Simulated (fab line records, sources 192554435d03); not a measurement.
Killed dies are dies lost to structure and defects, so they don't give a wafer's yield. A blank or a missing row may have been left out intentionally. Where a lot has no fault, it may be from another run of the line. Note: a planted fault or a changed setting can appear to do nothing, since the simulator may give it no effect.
Which tool was responsible?	flow n5Finfet	72 wafers from 24 lots sampled at 6 of the route's 1938 steps

## WHAT THE GAUGES READ, wafer by wafer
N5_BEOL_M14_OVL_MEAS_11. Usual: V13_OVL typically reads 0 nm, with standard deviation 5.5.
lot	measured	on	V13_OVL (nm)	flag
L075	day 11 03:10	overlay-02	-4 -1 2	
L074	day 11 15:47	overlay-01	-5 3 -4	
L076	day 11 18:06	overlay-01	11 11 9	
L077	day 12 10:02	overlay-01	-3 -7 -10	
L078	day 12 10:11	overlay-01	1 -3 0	
L080	day 12 10:21	overlay-02	-1 0 0	
L079	day 12 14:35	overlay-01	-2 4 6	
L081	day 12 18:01	overlay-02	7 -1 10	
L082	day 13 09:10	overlay-01	17 13 11	
L085	day 13 23:44	overlay-01	2 -4 -4	
L084	day 14 00:02	overlay-02	6 2 -5	
L083	day 14 00:17	overlay-01	-5 -9 3	
L086	day 14 07:11	overlay-02	10 6 6	
L087	day 14 09:08	overlay-02	5 -1 1	
L088	day 14 15:17	overlay-02	6 6 4	
L091	day 15 12:02	overlay-02	5 2 -2	
L089	day 15 13:00	overlay-01	3 -5 6	
L090	day 15 17:17	overlay-02	-10 2 -7	
L093	day 15 20:33	overlay-01	-9 -6 1	
L092	day 16 05:06	overlay-02	-5 1 2	
L095	day 16 19:58	overlay-02	-6 -12 -4	
L094	day 16 20:19	overlay-02	1 0 1	
L096	day 17 01:43	overlay-02	-5 1 -8	
L097	day 17 04:50	overlay-02	3 0 4	

N5_BEOL_M14_INSPECT_55: inspects for defects (darkfield). Usual: 65 for rawDefectCount, sd 20.
lot	measured	on	rawDefectCount	flag
L075	day 11 07:25	defectInspect-02	68 96 58	
L074	day 11 21:06	defectInspect-02	38 55 43	
L076	day 11 23:38	defectInspect-01	65 50 66	
L077	day 12 14:07	defectInspect-01	47 35 45	
L078	day 12 14:13	defectInspect-02	51 50 66	
L080	day 12 14:32	defectInspect-02	68 63 63	
L079	day 12 18:08	defectInspect-02	85 78 43	
L081	day 13 02:33	defectInspect-01	34 72 38	
L082	day 13 14:50	defectInspect-02	54 68 60	
L085	day 14 07:02	defectInspect-01	118 102 95	
L084	day 14 09:18	defectInspect-01	32 37 29	
L083	day 14 11:34	defectInspect-01	37 76 52	
L086	day 14 12:11	defectInspect-01	37 61 49	
L087	day 14 15:15	defectInspect-01	88 73 54	
L088	day 14 18:55	defectInspect-01	88 60 55	
L091	day 15 17:46	defectInspect-02	94 64 81	
L089	day 15 21:18	defectInspect-01	83 76 60	
L090	day 15 23:20	defectInspect-01	86 56 88	
L093	day 16 03:06	defectInspect-02	66 62 70	
L092	day 16 09:52	defectInspect-02	53 48 60	
L095	day 17 00:35	defectInspect-02	36 59 50	
L094	day 17 00:53	defectInspect-01	77 94 58	
L096	day 17 07:11	defectInspect-02	66 79 57	
L097	day 17 09:14	defectInspect-01	44 43 52	

## TOOL THAT RAN EACH LOT (tool first, then ch and the chambers of the sampled wafers, then the start)
lot	N5_BEOL_M13_DEGAS_41	N5_BEOL_M14_ETCH_59	N5_BEOL_M14_DESCUM_33	N5_BEOL_M14_STRIP_37
L075	pvdSputter-01, day 11 01:13	rieDiel-03 ch 1,2,3, day 11 03:15	rieDiel-02 ch 0,1,3, day 11 04:04	rieDiel-02 ch 0,1,3, day 11 05:34
L074	pvdSputter-02, day 11 13:23	rieDiel-03 ch 2,3, day 11 15:53	rieDiel-06 ch 0,2, day 11 17:01	rieDiel-03 ch 0,2, day 11 19:01
L076	pvdSputter-01, day 11 16:08	rieDiel-02 ch 0,2,3, day 11 18:11	rieDiel-02 ch 0,1,3, day 11 19:10	rieDiel-03 ch 0,1,3, day 11 21:22
L077	pvdSputter-03, day 12 08:07	rieDiel-02 ch 0,2,3, day 12 10:09	rieDiel-06 ch 0,2, day 12 11:10	rieDiel-06 ch 1,2,3, day 12 12:28
L078	pvdSputter-02, day 12 08:11	rieDiel-06 ch 1,2,3, day 12 10:20	rieDiel-03 ch 1,3, day 12 11:30	rieDiel-02 ch 0,3, day 12 12:31
L080	pvdSputter-01, day 12 08:14	rieDiel-02 ch 0,2,3, day 12 10:29	rieDiel-02 ch 0,1,2, day 12 11:34	rieDiel-03 ch 1,3, day 12 12:38
L079	pvdSputter-01, day 12 12:40	rieDiel-03 ch 0,1,2, day 12 14:41	rieDiel-02 ch 0,3, day 12 15:53	rieDiel-03 ch 0,1,2, day 12 16:32
L081	pvdSputter-03, day 12 16:04	rieDiel-03 ch 0,1, day 12 18:07	rieDiel-02 ch 1,2, day 12 19:04	rieDiel-03 ch 0,2,3, day 13 00:47
L082	pvdSputter-01, day 13 07:20	rieDiel-02 ch 1,2,3, day 13 09:16	rieDiel-06 ch 0,1,2, day 13 10:25	rieDiel-03 ch 0,2,3, day 13 12:36
L085	pvdSputter-02, day 13 21:54	rieDiel-02 ch 1,3, day 13 23:50	rieDiel-06 ch 2,3, day 14 00:49	rieDiel-02 ch 1,2,3, day 14 04:58
L084	pvdSputter-01, day 13 22:01	rieDiel-06 ch 2,3, day 14 00:08	rieDiel-03 ch 1,2,3, day 14 01:05	rieDiel-02 ch 0,2,3, day 14 07:00
L083	pvdSputter-02, day 13 22:13	rieDiel-03 ch 0,1,3, day 14 00:27	rieDiel-02 ch 2,3, day 14 01:21	rieDiel-02 ch 0,2,3, day 14 09:37
L086	pvdSputter-02, day 14 05:19	rieDiel-03 ch 1,2,3, day 14 07:19	rieDiel-06 ch 0,2, day 14 08:16	rieDiel-03 ch 2,3, day 14 10:37
L087	pvdSputter-02, day 14 06:50	rieDiel-02 ch 0,1,2, day 14 09:13	rieDiel-02 ch 0,1,3, day 14 10:02	rieDiel-02 ch 0,1,3, day 14 13:16
L088	pvdSputter-02, day 14 13:28	rieDiel-06 ch 1,2, day 14 15:23	rieDiel-06 ch 0,1,3, day 14 16:11	rieDiel-06 ch 1,2, day 14 16:50
L091	pvdSputter-03, day 15 10:13	rieDiel-06 ch 0,1,3, day 15 12:40	rieDiel-03 ch 0,1,3, day 15 14:48	rieDiel-06 ch 0,1,2, day 15 15:30
L089	pvdSputter-03, day 15 11:10	rieDiel-03 ch 1,2, day 15 14:13	rieDiel-03 ch 0,1,2, day 15 15:52	rieDiel-06 ch 0,1, day 15 19:07
L090	pvdSputter-02, day 15 15:10	rieDiel-03 ch 1,2, day 15 18:17	rieDiel-03 ch 2,3, day 15 19:06	rieDiel-03 ch 2,3, day 15 20:58
L093	pvdSputter-02, day 15 18:34	rieDiel-03 ch 0,2,3, day 15 20:38	rieDiel-06 ch 0,1, day 15 21:28	rieDiel-06 ch 1,2,3, day 16 01:14
L092	pvdSputter-01, day 16 03:08	rieDiel-02 ch 0,1,3, day 16 05:12	rieDiel-06 ch 0,1,3, day 16 06:09	rieDiel-02 ch 1,2,3, day 16 07:25
L095	pvdSputter-02, day 16 18:01	rieDiel-06 ch 0,1,3, day 16 20:04	rieDiel-02 ch 1,2, day 16 21:01	rieDiel-03 ch 0,1, day 16 22:44
L094	pvdSputter-02, day 16 18:22	rieDiel-03 ch 0,2,3, day 16 20:28	rieDiel-03 ch 1,3, day 16 21:30	rieDiel-06 ch 2,3, day 16 22:47
L096	pvdSputter-02, day 16 23:52	rieDiel-02 ch 1,3, day 17 02:11	rieDiel-02 ch 0,3, day 17 03:02	rieDiel-06 ch 1,3, day 17 05:10
L097	pvdSputter-02, day 17 02:38	rieDiel-02 ch 0,2,3, day 17 05:05	rieDiel-06 ch 0,1, day 17 06:03	rieDiel-02 ch 0,2,3, day 17 07:14
- N5_BEOL_M13_DEGAS_41: time 60 s.
- N5_BEOL_M14_ETCH_59: etches BARC in N2/H2, target depth 89 nm, overetch 26.7 nm, time 67.9 s.
- N5_BEOL_M14_DESCUM_33: chemistry O2, time 7.9 s.
- N5_BEOL_M14_STRIP_37: strips in O2.

## AS READ BY THE TOOLS THEMSELVES (means over the sampled wafers that have a number; for cases with no such wafer, the mark the record gives instead)
N5_BEOL_M13_DEGAS_41. Usual: 319 W for heaterPowerW, sd 35.
lot	tool	heaterPowerW (W)	flag
L075	pvdSputter-01	319	
L074	pvdSputter-02	320	
L076	pvdSputter-01	352	
L077	pvdSputter-03	347	
L078	pvdSputter-02	296	
L080	pvdSputter-01	299	
L079	pvdSputter-01	354	
L081	pvdSputter-03	331	
L082	pvdSputter-01	327	
L085	pvdSputter-02	310	
L084	pvdSputter-01	326	
L083	pvdSputter-02	309	
L086	pvdSputter-02	309	
L087	pvdSputter-02	284	
L088	pvdSputter-02	314	
L091	pvdSputter-03	348	
L089	pvdSputter-03	344	
L090	pvdSputter-02	309	
L093	pvdSputter-02	279	
L092	pvdSputter-01	347	
L095	pvdSputter-02	291	
L094	pvdSputter-02	294	
L096	pvdSputter-02	303	
L097	pvdSputter-02	290	

N5_BEOL_M14_ETCH_59. Usual: drypumpMotorCurrentA 5.7 A, standard deviation 0.4; h2FlowSccm 200.0 sccm, standard deviation 0.64; oesProductAu 0.70 a.u., standard deviation 0.045; rfVppV 524.8 V, standard deviation 2.4; showerheadPlenumPTorr 2.57 Torr, standard deviation 0.084; throttleValvePct 17.84 %, standard deviation 0.3.
lot	tool	drypumpMotorCurrentA (A)	h2FlowSccm (sccm)	oesProductAu (a.u.)	rfVppV (V)	showerheadPlenumPTorr (Torr)	throttleValvePct (%)	flag
L075	rieDiel-03	5.6	200.8	0.72	526.6	2.66	17.86	
L074	rieDiel-03	5.6	200.3	0.72	526.7	2.66	18.09	
L076	rieDiel-02	5.6	200.0	0.74	523.1	2.51	17.77	
L077	rieDiel-02	5.6	200.2	0.73	522.4	2.51	17.79	
L078	rieDiel-06	5.6	200.1	0.67	524.4	2.56	17.68	
L080	rieDiel-02	5.7	200.3	0.73	522.9	2.51	17.79	
L079	rieDiel-03	5.8	200.3	0.70	526.4	2.64	18.04	
L081	rieDiel-03	5.8	199.0	0.71	526.5	2.64	17.82	
L082	rieDiel-02	5.4	200.8	0.73	524.5	2.54	17.58	
L085	rieDiel-02	5.2	199.8	0.68	523.8	2.57	17.61	
L084	rieDiel-06	5.6	200.1	0.67	525.7	2.63	17.66	
L083	rieDiel-03	5.8	200.0	0.69	525.6	2.59	17.93	
L086	rieDiel-03	5.6	200.0	0.70	526.1	2.64	17.91	
L087	rieDiel-02	5.9	200.1	0.74	523.4	2.51	17.76	
L088	rieDiel-06	5.8	200.5	0.65	522.6	2.47	17.74	
L091	rieDiel-06	6.0	200.4	0.65	524.5	2.58	17.72	
L089	rieDiel-03	5.6	199.9	0.70	528.1	2.68	17.84	
L090	rieDiel-03	5.5	199.5	0.69	527.7	2.68	18.07	
L093	rieDiel-03	5.8	199.8	0.67	525.3	2.59	18.19	
L092	rieDiel-02	5.7	200.1	0.70	523.6	2.53	17.79	
L095	rieDiel-06	6.0	199.5	0.64	525.4	2.58	17.74	
L094	rieDiel-03	5.7	200.0	0.66	524.7	2.59	18.20	
L096	rieDiel-02	5.4	200.2	0.70	524.5	2.56	17.58	
L097	rieDiel-02	5.7	200.0	0.69	522.6	2.49	17.86	

N5_BEOL_M14_DESCUM_33. Usual: drypumpMotorCurrentA 5.7 A, standard deviation 0.43; oesProductAu 0.82 a.u., standard deviation 0.059; rfVppV 243.4 V, standard deviation 1.3; showerheadPlenumPTorr 2.12 Torr, standard deviation 0.066; throttleValvePct 20.32 %, standard deviation 0.25.
lot	tool	drypumpMotorCurrentA (A)	oesProductAu (a.u.)	rfVppV (V)	showerheadPlenumPTorr (Torr)	throttleValvePct (%)	flag
L075	rieDiel-02	5.7	0.87	243.3	2.09	20.23	
L074	rieDiel-06	5.8	0.83	244.8	2.19	20.11	
L076	rieDiel-02	5.7	0.86	243.5	2.09	20.24	
L077	rieDiel-06	5.5	0.83	244.2	2.15	20.05	
L078	rieDiel-03	5.6	0.82	244.0	2.16	20.39	
L080	rieDiel-02	5.9	0.91	243.2	2.07	20.25	
L079	rieDiel-02	5.4	0.81	242.6	2.08	20.33	
L081	rieDiel-02	5.6	0.93	242.8	2.08	20.12	
L082	rieDiel-06	5.8	0.79	243.3	2.12	20.25	
L085	rieDiel-06	5.3	0.81	242.8	2.14	20.06	
L084	rieDiel-03	5.6	0.82	245.4	2.19	20.49	
L083	rieDiel-02	5.4	0.86	242.7	2.07	20.24	
L086	rieDiel-06	5.8	0.79	243.8	2.18	20.14	
L087	rieDiel-02	5.7	0.83	243.3	2.08	20.27	
L088	rieDiel-06	6.0	0.77	244.2	2.13	20.31	
L091	rieDiel-03	5.8	0.79	244.1	2.14	20.54	
L089	rieDiel-03	5.8	0.79	243.8	2.16	20.62	
L090	rieDiel-03	5.5	0.80	243.8	2.16	20.57	
L093	rieDiel-06	6.1	0.76	243.8	2.15	20.36	
L092	rieDiel-06	6.0	0.76	244.5	2.13	20.33	
L095	rieDiel-02	5.7	0.87	242.9	2.09	20.06	
L094	rieDiel-03	5.6	0.77	244.3	2.15	20.45	
L096	rieDiel-02	5.9	0.80	241.5	2.05	20.52	
L097	rieDiel-06	6.1	0.75	243.3	2.14	20.37	

N5_BEOL_M14_STRIP_37. Usual: drypumpMotorCurrentA 5.7 A, standard deviation 0.43; oesProductAu 0.81 a.u., standard deviation 0.054; rfVppV 3.6 V, standard deviation 1.1; showerheadPlenumPTorr 2.13 Torr, standard deviation 0.071; throttleValvePct 16.61 %, standard deviation 0.23.
lot	tool	drypumpMotorCurrentA (A)	oesProductAu (a.u.)	rfVppV (V)	showerheadPlenumPTorr (Torr)	throttleValvePct (%)	flag
L075	rieDiel-02	5.7	0.87	4.3	2.09	16.47	
L074	rieDiel-03	5.7	0.85	3.8	2.17	16.86	
L076	rieDiel-03	5.8	0.83	4.2	2.16	16.70	
L077	rieDiel-06	5.7	0.80	3.3	2.11	16.50	
L078	rieDiel-02	5.9	0.84	3.4	2.06	16.68	
L080	rieDiel-03	5.6	0.85	3.6	2.21	16.62	
L079	rieDiel-03	5.8	0.83	3.1	2.18	16.80	
L081	rieDiel-03	5.7	0.81	3.2	2.14	16.77	
L082	rieDiel-03	5.7	0.82	4.4	2.14	16.80	
L085	rieDiel-02	5.4	0.84	3.9	2.10	16.39	
L084	rieDiel-02	5.7	0.83	3.0	2.07	16.58	
L083	rieDiel-02	5.7	0.84	4.6	2.06	16.59	
L086	rieDiel-03	5.6	0.81	3.7	2.15	16.68	
L087	rieDiel-02	5.7	0.82	3.6	2.08	16.51	
L088	rieDiel-06	5.8	0.77	4.2	2.06	16.65	
L091	rieDiel-06	5.8	0.77	4.8	2.11	16.53	
L089	rieDiel-06	6.1	0.75	4.3	2.15	16.57	
L090	rieDiel-03	5.6	0.79	3.0	2.14	16.70	
L093	rieDiel-06	5.7	0.76	3.9	2.10	16.55	
L092	rieDiel-02	5.4	0.85	2.7	2.09	16.39	
L095	rieDiel-03	6.0	0.77	3.1	2.12	16.93	
L094	rieDiel-06	5.5	0.78	3.5	2.15	16.43	
L096	rieDiel-06	6.0	0.73	3.4	2.07	16.75	
L097	rieDiel-02	5.7	0.83	3.2	2.06	16.60	

## THE ANSWER, worked out from the rows above alone
Rule: lot off if the mean of its wafers having a number is beyond 3 standard deviations from the usual mean. A lot without any number at a reading at which 4 lots or more have one is off too. Any other lot the step has rows for is counted as sound. After the gauges, taken in route order, come the tools' own readings; for these a lot's mean is taken, as printed above. The first step at which some lot is off is used, and at that step the reading that is off furthest; a lot without a number counts as furthest.
No lot is off on any of the readings shown, so nothing can be concluded from this.

## WHAT THE SIMULATOR HAD PUT IN
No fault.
